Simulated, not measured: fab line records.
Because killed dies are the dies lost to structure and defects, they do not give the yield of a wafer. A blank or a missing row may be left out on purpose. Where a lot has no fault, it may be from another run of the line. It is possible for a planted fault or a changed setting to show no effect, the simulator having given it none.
A lot that was struck, set against a sound lot    flow nandHarc    42 out of 1302 route steps
Sound: these wafers, L309.1, L309.2, L309.6. The struck wafers were L317.1, L317.2, L317.3. The cause is named last.
Each step with rows lists, per side, the tool, then ch with its chambers, then its first start. Under that, the readings that differ: sound wafers    struck wafers    difference of the means    sigmas: that difference in standard deviations of wafers without a fault.
alike: same words and numbers on both sides, and readings whose means sit less than 2 such deviations apart. not compared: any withheld reading, any reading some wafer has no value for, any bound like >300 that may hide the same value, and any number with overlapping values for which the record gives no deviation.
The two part at a step that has a row with sigmas, a row that says differs or no value, or rows on one side only. Numbers that have no deviation but don't overlap get no sigmas and don't part them. A reading that every wafer of one side lacks parts them only if that side has two wafers or more.

NHARC_A_M1_INSPECT_11:
  sound on defectInspect-02, day 26 03:26; struck on defectInspect-02, day 29 07:25
  alike: rawDefectCount
NHARC_A_M1_DESCUM_14: chemistry O2, time 3 s.
  sound on rieDiel-07 ch 0,2, day 26 03:29; struck on rieDiel-01 ch 1,2,3, day 29 07:28
  alike: drypumpMotorCurrentA, mfcArSccm, oesProductAu, rfVppV, showerheadPlenumPTorr, throttleValvePct
  not compared: rfHoursCounterH
NHARC_A_M1_ETCH_35: etches the open film in N2/H2, target depth 40 nm, overetch 12 nm, time 43.94 s.
  sound on rieDiel-07 ch 0,3, day 26 03:35; struck on rieDiel-01 ch 0,1,2, day 29 07:34
  alike: drypumpMotorCurrentA, mfcArSccm, oesProductAu, rfVppV, showerheadPlenumPTorr, throttleValvePct
  not compared: rfHoursCounterH
then, 1 step without rows for these wafers: NHARC_A_M1_ETCH_15 (etches the open film in C4F8/Ar, target depth 182.5 nm, time 91.2 s).
NHARC_A_M1_CD_MEAS_16:
  sound on cdSem-01, day 26 03:50; struck on cdSem-02, day 29 07:47
  alike: cdNm
then, 5 steps without rows for these wafers: NHARC_A_M1_STRIP_18 (strips in N2/H2); NHARC_A_M1_ETCH_28 (etches the open film in CF4/N2, target depth 30 nm, time 72.99 s); NHARC_A_M1_STRIP_19 (strips in post etch residue remover, time 600 s); NHARC_A_M1_DEGAS_29 (time 60 s); NHARC_A_M1_PRE_CLEAN_30 (time 30 s).
NHARC_A_M1_PVD_20: deposits TaN, target thk 5 nm, time 8.06 s.
  sound on pvdSputter-01; struck on pvdSputter-01
  alike: substrateTempC, throttleValvePct
then, 1 step without rows for these wafers: NHARC_A_M1_PVD_21 (deposits Cu, target thk 30 nm, time 20.49 s).
NHARC_A_M1_ECD_22: material Cu, target thk 400 nm.
  sound on ecdCu-02 ch 0,1, day 26 04:55; struck on ecdCu-01 ch 0,1, day 29 08:51
then, 2 steps without rows for these wafers: NHARC_A_M1_ANNEAL_31 (time 90 s); NHARC_A_M1_CMP_23 (polishes, t overpolish 20 s, target thk 154.34 nm).
NHARC_A_M1_THK_MEAS_24: measures by xrf.
  sound on filmMetro-02, day 26 06:02; struck on filmMetro-01, day 29 09:53
  alike: thkNm
then, 2 steps without rows for these wafers: NHARC_A_M1_SRD_25; NHARC_A_M1_PRE_CLEAN_32 (time 12 s).
NHARC_A_M1_DEP_33: deposits SiCN, target thk 30 nm.
  sound on pecvd-03 ch 0,1, day 26 06:20; struck on pecvd-03 ch 0,1,2, day 29 10:11
  alike: heaterPowerW, showerheadVppV
then, 2 steps without rows for these wafers: NHARC_A_BONDPAD_DEP_00 (deposits SiCN, target thk 250 nm); NHARC_A_BONDPAD_CMP_29 (polishes SiCN, target thk 200 nm).
NHARC_A_BONDPAD_THK_MEAS_30: measures by ellipsometry.
  sound on filmMetro-02, day 26 07:32; struck on filmMetro-01, day 29 11:23
  alike: thkNm
then, 10 steps without rows for these wafers: NHARC_A_BONDPAD_SRD_31; NHARC_A_BONDPAD_DEHYDRATE_01 (time 120 s); NHARC_A_BONDPAD_HMDS_02 (time 30 s); NHARC_A_BONDPAD_COAT_33 (time 65 s); NHARC_A_BONDPAD_COAT_03 (resist thk 600 nm); NHARC_A_BONDPAD_SOFTBAKE_04 (time 70 s); NHARC_A_BONDPAD_EBR_05; NHARC_A_BONDPAD_EXPOSE_06 (exposes mask A BPAD); NHARC_A_BONDPAD_PEB_07 (peb time 80 s); NHARC_A_BONDPAD_DEVELOP_08 (time 50 s).
NHARC_A_BONDPAD_CD_MEAS_09 targets a cd of 500 nm.
  sound on cdSem-02 ch 0, day 26 08:06; struck on cdSem-01 ch 0, day 29 11:57
  alike: cdNm
NHARC_A_BONDPAD_OVL_MEAS_35:
  sound on overlay-01, day 26 08:11; struck on overlay-01, day 29 12:02
  alike: overlayXNm, overlayYNm
then, 2 steps without rows for these wafers: NHARC_A_BONDPAD_HARDBAKE_10 (time 65 s); NHARC_A_BONDPAD_DESCUM_11 (chemistry O2, time 3 s).
NHARC_A_BONDPAD_ETCH_34: etches the open film in N2/H2, target depth 60 nm, overetch 18 nm, time 65.91 s.
  sound on rieDiel-05 ch 1,2,3, day 26 08:25; struck on rieDiel-05 ch 1,2,3, day 29 12:14
  alike: drypumpMotorCurrentA, mfcArSccm, oesProductAu, rfVppV, showerheadPlenumPTorr, throttleValvePct
  not compared: rfHoursCounterH
then, 1 step without rows for these wafers: NHARC_A_BONDPAD_ETCH_12 (etches the open film in CHF3/O2, target depth 220 nm, time 110 s).
NHARC_A_BONDPAD_CD_MEAS_13:
  sound on cdSem-03, day 26 08:38; struck on cdSem-03, day 29 12:28
  alike: cdNm
then, 1 step without rows for these wafers: NHARC_A_BONDPAD_STRIP_15 (strips in O2).
NHARC_HYBRID_BOND_ACTIVATE_00: chemistry N2, time 60 s.
  sound on rieDiel-10 ch 0,3, day 26 10:56; struck on rieDiel-10 ch 0,2,3, day 29 16:11
reading  sound  struck                                                                   difference                    sigmas
hold     - - -  awaitDispo/1.2h/release awaitDispo/1.2h/release awaitDispo/1.2h/release  no value on the sound wafers  
  alike: drypumpMotorCurrentA, mfcArSccm, oesProductAu, rfVppV, showerheadPlenumPTorr
  not compared: rfHoursCounterH
NHARC_END_SORT_01:
  sound on prober-01 ch 0, day 27 16:40; struck on prober-01 ch 0, day 30 22:13
reading                 sound           struck          difference  sigmas
defectLimitedYield (%)  90.0 88.3 89.2  37.7 36.0 39.6  -51.4       -19
killedAtArray           59 69 61        421 431 405     +356        +20
killedAtPeriphery       8 9 9           1 2 2           -7          -3
killedDies              68 79 73        422 433 409     +348        +19
  alike: killedAtOther, killedOpen, killedShort

WHERE THEY PART
Earliest at NHARC_HYBRID_BOND_ACTIVATE_00; latest, in this record, at NHARC_END_SORT_01.

WHY: what the simulator had put in
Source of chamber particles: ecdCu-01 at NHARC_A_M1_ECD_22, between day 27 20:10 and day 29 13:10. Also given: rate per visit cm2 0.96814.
